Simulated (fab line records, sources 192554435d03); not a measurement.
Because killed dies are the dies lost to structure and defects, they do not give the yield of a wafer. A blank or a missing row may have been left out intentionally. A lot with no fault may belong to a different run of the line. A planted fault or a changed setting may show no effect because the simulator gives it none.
fab line records -- flow n5-finfet -- part 2 of 2: steps 29 to 39 of 39
[record] lots = 5, wafers = 15, last-day = 18
route steps=1938 shown WELL_APT@24 PMOS_HMC_CHANNEL_EPI@57
lots with no fault: from the same line, run without faults
start-h: hours from the record's opening day to when the first of the lot's shown wafers began -- wait-h: hours from the lot's prior step to this one -- " repeats the value in the row above -- L1.1+2: several wafers, shown together as one row -- - no value, or no start given -- * or withheld: withheld -- < > ~ a bound
route shown NAME@n: a module of which the file shows steps, and the number in the route of the first -- usual: average and standard deviation across the fault-free wafers -- same: alike in all rows -- chamber/n: place in a boat -- sites: per-site readings -- _std_site: their standard deviation -- _edge_site: the outer-site mean with the inner-site mean subtracted -- radius-mm: for every site, how far away it sits from the centre of the wafer -- mask NAME#n: copy n -- behind: tool/chamber where the wafer was last shaped -- hold: what put the lot on hold/how long, in hours/how the hold closed -- device: whichever transistor did not switch (one of n, p or np) -- end of line: the tests these same wafers got at the end of their route -- a step without rows: its recipe alone -- killed: dies lost to structure and defects at the first sort, not the wafer's yield -- map: shows each die of a wafer: x if killed, . if not, _ if none is there
set.NAME: the setting the step ran with; set.NAME@STEP: the setting that earlier step ran with -- model.NAME: the simulator's own value behind a step, which no gauge read
lots seen at some steps along the route; tables by step, rows by wafer
services: when a tool's chamber went out of use (start-h, in hours from the record's first day, below 0 if earlier), for how many hours, and the reason
[[steps]]
[step N5_WELL_APT_PRECLEAN_36]
[recipe] chemistry = O3/DIW, time-s = 45, temp-c = 22, o3-ppm = 10
lot.wafer,tool,chamber,start-h,wait-h
L080.2+4+6,wet-bench-04,"2,7,5",52.29,0.0
L085.1+3+4,wet-bench-02,"6,7,0",81.83,0.0
L089.2+3+5,wet-bench-06,"7,4,6",106.08,0.0
L091.1+3+4,wet-bench-06,"2,5,6",117.83,0.0
L094.1+2+4,wet-bench-02,"7,0,2",135.88,0.0
[step N5_WELL_APT_PRECLEAN_39]
[recipe] chemistry = dHF, time-s = 60, dilution = 150:1, temp-c = 25
lot.wafer,tool,chamber,start-h,wait-h
L080.2+4+6,wet-bench-04,"2,7,5",52.30,0.0
L085.1+3+4,wet-bench-02,"6,7,0",81.84,0.0
L089.2+3+5,wet-bench-06,"7,4,6",106.10,0.0
L091.1+3+4,wet-bench-06,"2,5,6",117.84,0.0
L094.1+2+4,wet-bench-02,"7,0,2",135.89,0.0
[step N5_WELL_APT_SRD_37]
[recipe] dry = ipa-marangoni, do-ppb = 5, time-s = 30, temp-c = 23, rinse-liquid = diw
lot.wafer,tool,chamber,start-h,wait-h
L080.2+4+6,wet-bench-04,"2,7,5",52.32,0.0
L085.1+3+4,wet-bench-02,"6,7,0",81.86,0.0
L089.2+3+5,wet-bench-06,"7,4,6",106.11,0.0
L091.1+3+4,wet-bench-06,"2,5,6",117.86,0.0
L094.1+2+4,wet-bench-02,"7,0,2",135.91,0.0
[step N5_WELL_APT_EPI_41]
[recipe] material = Si, target-thk-a = 500, temp-c = 650, precursor = SiH4/H2, pressure-torr = 20, time-s = 297.7
[usual] throttle-valve-pct = 11.12/0.21
lot.wafer,tool,chamber,start-h,wait-h,throttle-valve-pct
L080.2,epi-rpcvd-04,0,52.47,0.1,11.18
L080.4,epi-rpcvd-04,0,52.47,0.1,11.26
L080.6,epi-rpcvd-04,0,52.47,0.1,11.19
L085.1,epi-rpcvd-03,0,81.91,0.0,10.67
L085.3,epi-rpcvd-03,0,81.91,0.0,11.02
L085.4,epi-rpcvd-03,0,81.91,0.0,10.76
L089.2,epi-rpcvd-01,0,106.30,0.2,11.29
L089.3,epi-rpcvd-01,0,106.30,0.2,11.20
L089.5,epi-rpcvd-01,0,106.30,0.2,11.23
L091.1,epi-rpcvd-03,0,117.91,0.0,10.60
L091.3,epi-rpcvd-03,0,117.91,0.0,10.82
L091.4,epi-rpcvd-03,0,117.91,0.0,10.88
L094.1,epi-rpcvd-01,0,135.96,0.0,11.08
L094.2,epi-rpcvd-01,0,135.96,0.0,11.39
L094.4,epi-rpcvd-01,0,135.96,0.0,11.33
[step N5_WELL_APT_INSPECT_38]
[recipe] inspect-instrument = darkfield, mode = post-epi
[usual] raw-defect-count = 14/5.7
lot.wafer,tool,chamber,start-h,wait-h,raw-defect-count
L080.2,defect-inspect-01,-,53.00,0.4,18
L080.4,defect-inspect-01,-,53.00,0.4,9
L080.6,defect-inspect-01,-,53.00,0.4,17
L085.1,defect-inspect-01,-,82.75,0.7,11
L085.3,defect-inspect-01,-,82.75,0.7,18
L085.4,defect-inspect-01,-,82.75,0.7,11
L089.2,defect-inspect-02,-,107.00,0.6,11
L089.3,defect-inspect-02,-,107.00,0.6,9
L089.5,defect-inspect-02,-,107.00,0.6,12
L091.1,defect-inspect-02,-,118.74,0.7,17
L091.3,defect-inspect-02,-,118.74,0.7,22
L091.4,defect-inspect-02,-,118.74,0.7,27
L094.1,defect-inspect-02,-,136.59,0.5,18
L094.2,defect-inspect-02,-,136.59,0.5,22
L094.4,defect-inspect-02,-,136.59,0.5,21
[step N5_PMOS_HMC_CHANNEL_EPI_HM_DEP_34]
[recipe] material = SiO2, target-thk-a = 360, temp-c = 400, precursor = TEOS/O2, pressure-torr = 6.5, rf-w = 900, teos-flow-sccm = 161.4, gas = O2, flow-sccm = 2650, time-s = 6.9
[usual] heater-power-w = 528/76, showerhead-plenum-p-Torr = 8.35/0.033, showerhead-vpp-V = 1871/97, throttle-valve-pct = 18.8/1.1
lot.wafer,tool,chamber,start-h,wait-h,heater-power-w,showerhead-plenum-p-Torr,showerhead-vpp-V,throttle-valve-pct
L080.2,pecvd-01,2,53.07,0.1,602,8.37,1814,20.1
L080.4,pecvd-01,2,53.07,0.1,593,8.36,1807,19.9
L080.6,pecvd-01,0,53.07,0.1,555,8.37,1745,18.6
L085.1,pecvd-03,0,82.79,0.0,512,8.30,2005,18.7
L085.3,pecvd-03,2,82.79,0.0,572,8.37,1834,17.3
L085.4,pecvd-03,2,82.79,0.0,573,8.36,1854,17.4
L089.2,pecvd-01,2,107.03,0.0,505,8.33,1828,19.9
L089.3,pecvd-01,0,107.03,0.0,620,8.40,1754,18.9
L089.5,pecvd-01,1,107.03,0.0,534,8.35,1987,20.0
L091.1,pecvd-01,1,118.78,0.0,447,8.34,1989,20.4
L091.3,pecvd-01,0,118.78,0.0,635,8.36,1755,18.6
L091.4,pecvd-01,1,118.78,0.0,436,8.34,1976,20.4
L094.1,pecvd-01,1,136.63,0.0,502,8.35,1978,20.3
L094.2,pecvd-01,2,136.63,0.0,526,8.35,1803,19.9
L094.4,pecvd-01,2,136.63,0.0,509,8.37,1784,19.6
[step N5_PMOS_HMC_CHANNEL_EPI_COAT_31]
[recipe] resist = BARC, temp-c = 205, time-s = 60, spin-rpm = 1500, resist-thk-nm = 66
[usual] exhaust-pa = 45.0/0.88
lot.wafer,tool,chamber,start-h,wait-h,exhaust-pa
L080.2,litho-track-01,0,53.13,0.0,46.4
L080.4,litho-track-01,0,53.13,0.0,45.3
L080.6,litho-track-01,0,53.13,0.0,45.7
L085.1,litho-track-04,0,82.84,0.0,44.9
L085.3,litho-track-04,0,82.84,0.0,44.6
L085.4,litho-track-04,0,82.84,0.0,45.3
L089.2,litho-track-03,0,107.09,0.0,45.7
L089.3,litho-track-03,0,107.09,0.0,45.1
L089.5,litho-track-03,0,107.09,0.0,46.2
L091.1,litho-track-01,0,118.83,0.0,46.0
L091.3,litho-track-01,0,118.83,0.0,46.1
L091.4,litho-track-01,0,118.83,0.0,45.5
L094.1,litho-track-01,0,136.68,0.0,44.8
L094.2,litho-track-01,0,136.68,0.0,45.3
L094.4,litho-track-01,0,136.68,0.0,47.4
[step N5_PMOS_HMC_CHANNEL_EPI_COAT_03]
[recipe] resist = CAR-ArF-block, spin-rpm = 1500, resist-thk-nm = 205
[usual] exhaust-pa = 44.8/1
lot.wafer,tool,chamber,start-h,wait-h,exhaust-pa
L080.2,litho-track-01,0,-,-,45.2
L080.4,litho-track-01,0,-,-,45.4
L080.6,litho-track-01,0,-,-,45.7
L085.1,litho-track-04,0,-,-,45.6
L085.3,litho-track-04,0,-,-,43.1
L085.4,litho-track-04,0,-,-,45.0
L089.2,litho-track-03,0,-,-,44.8
L089.3,litho-track-03,0,-,-,44.4
L089.5,litho-track-03,0,-,-,42.8
L091.1,litho-track-01,0,-,-,44.8
L091.3,litho-track-01,0,-,-,46.5
L091.4,litho-track-01,0,-,-,45.0
L094.1,litho-track-01,0,-,-,42.5
L094.2,litho-track-01,0,-,-,43.2
L094.4,litho-track-01,0,-,-,42.9
[step N5_PMOS_HMC_CHANNEL_EPI_EBR_05]
[recipe] solvent = PGMEA, ebr-width-mm = 1.5
[usual] exhaust-pa = 44.9/0.76
lot.wafer,tool,chamber,start-h,wait-h,exhaust-pa
L080.2,litho-track-01,0,-,-,46.6
L080.4,litho-track-01,0,-,-,46.1
L080.6,litho-track-01,0,-,-,47.5
L085.1,litho-track-04,0,-,-,45.3
L085.3,litho-track-04,0,-,-,43.9
L085.4,litho-track-04,0,-,-,44.3
L089.2,litho-track-03,0,-,-,44.8
L089.3,litho-track-03,0,-,-,44.6
L089.5,litho-track-03,0,-,-,45.0
L091.1,litho-track-01,0,-,-,44.2
L091.3,litho-track-01,0,-,-,44.0
L091.4,litho-track-01,0,-,-,44.3
L094.1,litho-track-01,0,-,-,45.4
L094.2,litho-track-01,0,-,-,44.4
L094.4,litho-track-01,0,-,-,45.5
[step N5_PMOS_HMC_CHANNEL_EPI_SOFTBAKE_04]
[recipe] temp-c = 110, time-s = 60, resist = CAR-ArF-block
[usual] exhaust-pa = 44.9/0.91
lot.wafer,tool,chamber,start-h,wait-h,exhaust-pa
L080.2,litho-track-01,0,-,-,44.6
L080.4,litho-track-01,0,-,-,45.4
L080.6,litho-track-01,0,-,-,45.0
L085.1,litho-track-04,0,-,-,44.8
L085.3,litho-track-04,0,-,-,47.1
L085.4,litho-track-04,0,-,-,45.0
L089.2,litho-track-03,0,-,-,44.2
L089.3,litho-track-03,0,-,-,45.7
L089.5,litho-track-03,0,-,-,45.8
L091.1,litho-track-01,0,-,-,45.2
L091.3,litho-track-01,0,-,-,45.0
L091.4,litho-track-01,0,-,-,46.3
L094.1,litho-track-01,0,-,-,43.7
L094.2,litho-track-01,0,-,-,44.5
L094.4,litho-track-01,0,-,-,44.1
[step N5_PMOS_HMC_CHANNEL_EPI_EXPOSE_06]
[recipe] mask-id = PMOS_HMC_BLK, na = 1.35, source-shape = conventional, sigma-outer = 0.8, polarization = unpolarized, target-cd-nm = 240, dose-mj = 41
[same] na = 1.35
lot.wafer,tool,chamber,start-h,wait-h,mask
L080.2+4+6,arfi-scanner-01,0,53.36,-,PMOS_HMC_BLK#0
L085.1+3+4,arfi-scanner-03,0,83.07,-,PMOS_HMC_BLK#0
L089.2+3+5,arfi-scanner-03,0,107.19,-,PMOS_HMC_BLK#0
L091.1+3+4,arfi-scanner-01,0,118.93,-,PMOS_HMC_BLK#0
L094.1+2+4,arfi-scanner-02,0,136.91,-,PMOS_HMC_BLK#0
[[services]]
tool,chamber,start-h,hours,kind
rie-diel-01,-,27.29,0.3,repair
arfi-scanner-03,-,30.08,0.4,repair
krf-scanner-01,-,30.10,0.8,pm
krf-scanner-01,-,31.00,0.8,pm
krf-scanner-01,-,39.88,0.3,repair
krf-scanner-01,-,47.79,4.4,pm
krf-scanner-02,-,52.16,1.3,pm
arfi-scanner-01,-,59.28,8.5,repair
krf-scanner-02,-,61.76,1.0,pm
arfi-scanner-03,-,63.22,1.0,pm
implanter-01,-,64.86,1.7,repair
arfi-scanner-01,-,73.31,3.9,repair
epi-rpcvd-01,-,76.37,3.4,repair
rie-diel-01,2,84.59,4.7,repair
implanter-02,-,88.01,9.1,repair
rie-diel-02,0,92.12,4.1,repair
rie-diel-06,3,93.50,2.2,repair
krf-scanner-01,-,110.65,1.0,pm
arfi-scanner-03,-,115.48,0.8,pm
arfi-scanner-01,-,119.36,1.0,pm
krf-scanner-01,-,122.50,0.5,repair
arfi-scanner-01,-,123.54,1.3,pm
krf-scanner-01,-,124.10,3.8,repair
krf-scanner-02,-,127.87,4.4,pm
